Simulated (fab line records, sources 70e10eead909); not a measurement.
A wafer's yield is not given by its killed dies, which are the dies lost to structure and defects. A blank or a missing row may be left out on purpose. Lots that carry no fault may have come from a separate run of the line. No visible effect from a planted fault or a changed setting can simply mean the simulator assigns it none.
Matching of chambers -- flow nand harc -- NHARC_A_STAIRCASE_DEP_301 on pecvd-03 has 3 sister chambers
The step deposits SiON, target thk 30 nm. 22 wafers are shown with their chamber, then 11 later ones without.

## EACH WAFER AND ITS CHAMBER
wafer,chamber,heater power w (W),rf fwd power W (W)
L077.1,0,794,350.9
L077.3,1,935,348.4
L077.5,0,799,350.3
L079.1,0,666,348.2
L079.4,0,695,347.3
L079.5,1,922,350.2
L078.2,0,776,347.1
L078.5,1,867,348.1
L078.6,2,679,348.9
L080.2,2,609,348.0
L080.5,1,863,348.5
L080.6,2,622,348.0
L082.1,0,730,348.9
L082.2,2,590,349.2
L082.6,2,593,349.9
L083.3,0,737,348.4
L083.4,2,641,347.8
L083.5,0,733,348.7
L085.2,2,639,348.1
L085.3,0,661,350.9
L085.4,1,821,350.6
L086.3,2,665,348.8

SIGNATURES (averages over the wafers above)
reading,chamber 0,chamber 1,chamber 2,scatter within a chamber
heater power w,732.33,881.60,629.75,44.2
rf fwd power W,348.967,349.160,348.587,1.16
Rule: a wafer's distance from a chamber is the root of the sum, over the readings, of the square of ((its reading less the chamber's mean) divided by the reading's scatter). The wafer belongs to the nearest chamber; if the next one is less than 2 further off, it can't be placed. How the scatter is found: for the shown wafers, subtract from each reading the mean of its chamber, square and add these, divide the total by (wafers less chambers), then take the root.

## WAFERS MISSING THEIR CHAMBER
wafer,heater power w (W),rf fwd power W (W)
L086.4,842,348.1
L086.6,616,349.7
L088.2,769,349.2
L088.5,648,347.1
L088.6,780,349.6
L092.1,709,349.1
L092.2,714,349.0
L092.5,738,350.0
L094.1,714,351.0
L094.3,791,349.7
L094.5,704,349.7

## EACH ONE'S CHAMBER
wafer,from the rows above,in truth
L086.4,can't be placed: 1 or 0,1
L086.6,can't be placed: 2 or 0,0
L088.2,can't be placed: 0 or 1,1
L088.5,can't be placed: 2 or 0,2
L088.6,can't be placed: 0 or 1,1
L092.1,can't be placed: 0 or 2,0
L092.2,can't be placed: 0 or 2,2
L092.5,can't be placed: 0 or 2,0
L094.1,can't be placed: 0 or 2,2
L094.3,can't be placed: 0 or 1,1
L094.5,can't be placed: 0 or 2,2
0 of 11 placed correctly. Unplaceable from these rows: 11, with the true chamber sitting among the candidates in 11. Wrongly placed: 0.
